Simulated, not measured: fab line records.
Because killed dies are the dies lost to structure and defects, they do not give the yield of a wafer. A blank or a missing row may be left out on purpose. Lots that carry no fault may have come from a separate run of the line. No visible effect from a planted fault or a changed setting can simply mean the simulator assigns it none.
Which tool was responsible? | flow n5-finfet | Sampling: 24 lots, 72 wafers, 4 of 1938 route steps

## WHAT EACH GAUGE READ, for each wafer
N5_FIN_SAQP_THK_MEAS_07. Usual: thk-nm reads 59.9 nm (standard deviation 0.75).
lot  | measured    | on            | thk-nm (nm)    | flag
L074 | day 1 21:07 | film-metro-02 | 58.3 58.8 58.7 |
L075 | day 2 02:54 | film-metro-01 | 59.2 60.5 60.0 |
L076 | day 2 09:43 | film-metro-02 | 60.2 59.6 60.9 |
L077 | day 2 16:19 | film-metro-01 | 58.7 60.0 59.4 |
L078 | day 2 23:37 | film-metro-01 | 59.3 59.7 60.4 |
L079 | day 3 05:20 | film-metro-02 | 59.7 59.4 60.7 |
L080 | day 3 11:37 | film-metro-01 | 61.1 60.7 61.0 |
L081 | day 3 18:58 | film-metro-02 | 60.1 59.9 60.9 |
L082 | day 3 23:01 | film-metro-01 | 59.0 59.0 59.6 |
L083 | day 4 03:21 | film-metro-02 | 60.0 60.1 60.6 |
L084 | day 4 08:57 | film-metro-01 | 59.9 61.7 60.8 |
L085 | day 4 15:05 | film-metro-01 | 59.5 58.5 60.1 |
L086 | day 4 21:00 | film-metro-02 | 60.6 61.7 60.0 |
L087 | day 5 03:23 | film-metro-01 | 59.9 60.5 61.3 |
L088 | day 5 08:54 | film-metro-02 | 58.8 59.8 60.1 |
L089 | day 5 18:16 | film-metro-01 | 59.2 59.6 60.4 |
L090 | day 5 22:45 | film-metro-02 | 59.7 60.6 61.1 |
L091 | day 6 03:32 | film-metro-01 | 58.8 59.3 59.4 |
L092 | day 6 09:51 | film-metro-01 | 58.6 59.5 60.0 |
L093 | day 6 16:35 | film-metro-01 | 59.7 59.1 61.0 |
L094 | day 6 22:59 | film-metro-02 | 59.6 60.4 60.5 |
L095 | day 7 03:07 | film-metro-02 | 58.8 59.0 60.0 |
L096 | day 7 10:14 | film-metro-01 | 59.3 58.3 60.3 |
L097 | day 7 16:12 | film-metro-02 | 60.1 60.4 60.7 |

N5_FIN_SAQP_OVL_MEAS_17. Usual: FIN_CORE_OVL typically reads 0.2 nm, with standard deviation 0.8.
lot  | measured    | on         | FIN_CORE_OVL (nm) | flag
L074 | day 1 21:31 | overlay-02 | 0.2 0.0 0.0       |
L075 | day 2 03:18 | overlay-01 | 1.5 0.1 0.1       |
L076 | day 2 10:08 | overlay-02 | 0.1 0.5 1.3       |
L077 | day 2 16:50 | overlay-02 | 0.3 0.2 -0.7      |
L078 | day 3 00:08 | overlay-02 | 0.9 0.4 0.2       |
L079 | day 3 05:52 | overlay-01 | 0.2 -0.1 -0.6     |
L080 | day 3 12:09 | overlay-02 | 0.1 1.6 1.2       |
L081 | day 3 19:22 | overlay-01 | 1.4 1.3 0.4       |
L082 | day 3 23:25 | overlay-02 | 0.8 0.0 0.7       |
L083 | day 4 03:53 | overlay-01 | 0.0 -0.4 0.2      |
L084 | day 4 09:21 | overlay-02 | 0.1 0.9 0.2       |
L085 | day 4 15:29 | overlay-02 | 0.0 0.3 1.2       |
L086 | day 4 21:23 | overlay-02 | -0.4 0.4 -1.0     |
L087 | day 5 03:54 | overlay-01 | 0.2 0.9 -0.6      |
L088 | day 5 09:25 | overlay-02 | -0.4 -0.7 0.8     |
L089 | day 5 18:48 | overlay-01 | -1.0 1.2 0.8      |
L090 | day 5 23:08 | overlay-02 | -0.2 1.2 0.0      |
L091 | day 6 04:04 | overlay-02 | -0.4 -0.5 -0.1    |
L092 | day 6 10:22 | overlay-01 | 1.2 1.4 0.2       |
L093 | day 6 17:07 | overlay-01 | -0.8 0.4 0.3      |
L094 | day 6 23:23 | overlay-02 | 0.1 0.7 -1.4      |
L095 | day 7 03:38 | overlay-01 | 0.1 -0.2 -0.5     |
L096 | day 7 10:46 | overlay-02 | 0.3 -1.9 -0.7     |
L097 | day 7 16:43 | overlay-01 | 0.2 0.3 0.7       |

## EACH LOT AND THE TOOL THAT RAN IT (in order: tool; ch and the chambers of the sampled wafers; start)
lot  | N5_PMOS_HMC_CHANNEL_EPI_ETCH_38 | N5_FIN_SAQP_ALD_61
L074 | rie-si-05 ch 0,2,3, day 1 17:58 | ald-sin-01 ch 1,2, day 1 20:25
L075 | rie-si-01 ch 0,1,2, day 1 23:34 | ald-sin-03 ch 1,2, day 2 02:00
L076 | rie-si-01 ch 1,2, day 2 05:58   | ald-sin-03 ch 0,3, day 2 08:59
L077 | rie-si-03 ch 2,3, day 2 12:06   | ald-sin-03 ch 0,1,3, day 2 15:35
L078 | rie-si-01 ch 0,1, day 2 20:03   | ald-sin-03 ch 0,1,3, day 2 22:55
L079 | rie-si-03 ch 0,2, day 3 02:08   | ald-sin-03 ch 0,2,3, day 3 04:38
L080 | rie-si-03 ch 0,2,3, day 3 07:05 | ald-sin-03 ch 0,2,3, day 3 10:48
L081 | rie-si-01 ch 1,2,3, day 3 14:14 | ald-sin-03 ch 1,2,3, day 3 18:15
L082 | rie-si-01 ch 0,2, day 3 19:32   | ald-sin-02 ch 0,1,2, day 3 22:19
L083 | rie-si-05 ch 0,1,2, day 4 00:05 | ald-sin-03 ch 0,1,3, day 4 02:31
L084 | rie-si-01 ch 1,3, day 4 05:37   | ald-sin-01 ch 1,3, day 4 08:14
L085 | rie-si-03 ch 2,3, day 4 11:53   | ald-sin-03 ch 0,2,3, day 4 14:18
L086 | rie-si-05 ch 0,1,3, day 4 17:42 | ald-sin-02 ch 1,2, day 4 20:11
L087 | rie-si-01 ch 1,2,3, day 4 23:46 | ald-sin-03 ch 0,2,3, day 5 02:40
L088 | rie-si-03 ch 0,2, day 5 05:34   | ald-sin-03 ch 1,2, day 5 08:05
L089 | rie-si-03 ch 0,3, day 5 14:43   | ald-sin-03 ch 2,3, day 5 17:34
L090 | rie-si-05 ch 0,1,3, day 5 19:22 | ald-sin-03 ch 1,2,3, day 5 21:54
L091 | rie-si-03 ch 0,2,3, day 6 00:23 | ald-sin-02 ch 0,1,2, day 6 02:50
L092 | rie-si-05 ch 0,2,3, day 6 06:37 | ald-sin-03 ch 1,2,3, day 6 09:08
L093 | rie-si-03 ch 1,2,3, day 6 12:19 | ald-sin-02 ch 0,1,2, day 6 15:52
L094 | rie-si-03 ch 0,2,3, day 6 18:36 | ald-sin-01 ch 0,1, day 6 22:16
L095 | rie-si-01 ch 0,1,3, day 6 23:52 | ald-sin-03 ch 0,1,2, day 7 02:24
L096 | rie-si-01 ch 0,2,3, day 7 07:06 | ald-sin-03 ch 1,2,3, day 7 09:32
L097 | rie-si-03 ch 1,3, day 7 12:20   | ald-sin-01 ch 0,1,2, day 7 15:29
- N5_PMOS_HMC_CHANNEL_EPI_ETCH_38: etches SiO2 in CF4, target depth 1.5 nm.
- N5_FIN_SAQP_ALD_61: deposits SiO2, target thk 4 nm, pulse time 1 s, purge time 2 s.

## WHAT THE TOOLS THEMSELVES READ (means of the sampled wafers that have a number; where no wafer has one, the mark that the record gives instead)
N5_PMOS_HMC_CHANNEL_EPI_ETCH_38. Usual: drypump-motor-current-A 5.7 A, standard deviation 0.52; oes-product-au 1.011 a.u., standard deviation 0.022; rf-fwd-power-W 782 W, standard deviation 3.4; throttle-valve-pct 21.77 %, standard deviation 0.24.
lot  | tool      | drypump-motor-current-A (A) | oes-product-au (a.u.) | rf-fwd-power-W (W) | throttle-valve-pct (%) | flag
L074 | rie-si-05 | 6.3                         | 0.997                 | 781                | 21.66                  |
L075 | rie-si-01 | 5.9                         | 0.998                 | 783                | 21.66                  |
L076 | rie-si-01 | 5.7                         | 0.993                 | 787                | 21.62                  |
L077 | rie-si-03 | 5.2                         | 1.014                 | 781                | 22.07                  |
L078 | rie-si-01 | 6.0                         | 1.005                 | 784                | 21.65                  |
L079 | rie-si-03 | 6.0                         | 1.026                 | 782                | 21.78                  |
L080 | rie-si-03 | 5.5                         | 1.024                 | 784                | 21.87                  |
L081 | rie-si-01 | 5.5                         | 0.993                 | 782                | 21.63                  |
L082 | rie-si-01 | 5.9                         | 1.003                 | 788                | 21.74                  |
L083 | rie-si-05 | 5.9                         | 1.017                 | 783                | 21.68                  |
L084 | rie-si-01 | 5.2                         | 0.998                 | 782                | 21.55                  |
L085 | rie-si-03 | 5.1                         | 1.030                 | 781                | 21.94                  |
L086 | rie-si-05 | 5.9                         | 0.996                 | 786                | 21.69                  |
L087 | rie-si-01 | 5.5                         | 0.994                 | 781                | 21.63                  |
L088 | rie-si-03 | 6.0                         | 1.026                 | 781                | 21.79                  |
L089 | rie-si-03 | 5.4                         | 1.042                 | 782                | 21.73                  |
L090 | rie-si-05 | 5.8                         | 1.000                 | 785                | 21.67                  |
L091 | rie-si-03 | 5.6                         | 1.033                 | 777                | 21.86                  |
L092 | rie-si-05 | 6.3                         | 0.990                 | 783                | 21.66                  |
L093 | rie-si-03 | 5.2                         | 1.026                 | 780                | 22.11                  |
L094 | rie-si-03 | 5.5                         | 1.030                 | 780                | 21.86                  |
L095 | rie-si-01 | 5.6                         | 1.006                 | 780                | 21.59                  |
L096 | rie-si-01 | 5.7                         | 1.014                 | 784                | 21.67                  |
L097 | rie-si-03 | 5.2                         | 1.037                 | 780                | 22.15                  |

N5_FIN_SAQP_ALD_61. Usual: heater-power-w 475 W, standard deviation 56; precursor-pulse-height-rel 1.002, standard deviation 0.019.
lot  | tool       | heater-power-w (W) | precursor-pulse-height-rel | flag
L074 | ald-sin-01 | 456                | 1.012                      |
L075 | ald-sin-03 | 442                | 0.995                      |
L076 | ald-sin-03 | 524                | 0.989                      |
L077 | ald-sin-03 | 473                | 0.999                      |
L078 | ald-sin-03 | 478                | 1.015                      |
L079 | ald-sin-03 | 481                | 1.008                      |
L080 | ald-sin-03 | 474                | 1.004                      |
L081 | ald-sin-03 | 431                | 0.999                      |
L082 | ald-sin-02 | 514                | 0.990                      |
L083 | ald-sin-03 | 468                | 1.002                      |
L084 | ald-sin-01 | 400                | 0.996                      |
L085 | ald-sin-03 | 474                | 0.999                      |
L086 | ald-sin-02 | 486                | 1.005                      |
L087 | ald-sin-03 | 483                | 1.013                      |
L088 | ald-sin-03 | 441                | 0.996                      |
L089 | ald-sin-03 | 453                | 1.011                      |
L090 | ald-sin-03 | 441                | 1.006                      |
L091 | ald-sin-02 | 509                | 0.995                      |
L092 | ald-sin-03 | 440                | 1.006                      |
L093 | ald-sin-02 | 514                | 0.994                      |
L094 | ald-sin-01 | 505                | 1.012                      |
L095 | ald-sin-03 | 477                | 0.998                      |
L096 | ald-sin-03 | 439                | 1.011                      |
L097 | ald-sin-01 | 492                | 0.987                      |

## THE ANSWER, worked out from the rows above alone
Rule: a lot counts as off when the mean over its wafers that have a number is more than 3 standard deviations away from the usual mean. Also off: a lot with no number at a reading for which 4 or more lots have one. Where the step has rows for the other lots, those lots are counted as sound. After the gauges, taken in route order, come the tools' own readings; for these a lot's mean is taken, as printed above. At the first step where some lot is off, the reading lying furthest off is the one used; lots without a number count as furthest.
Nothing can be told from this: no lot is off at any reading shown.

## WHAT THE SIMULATOR HAD INSERTED
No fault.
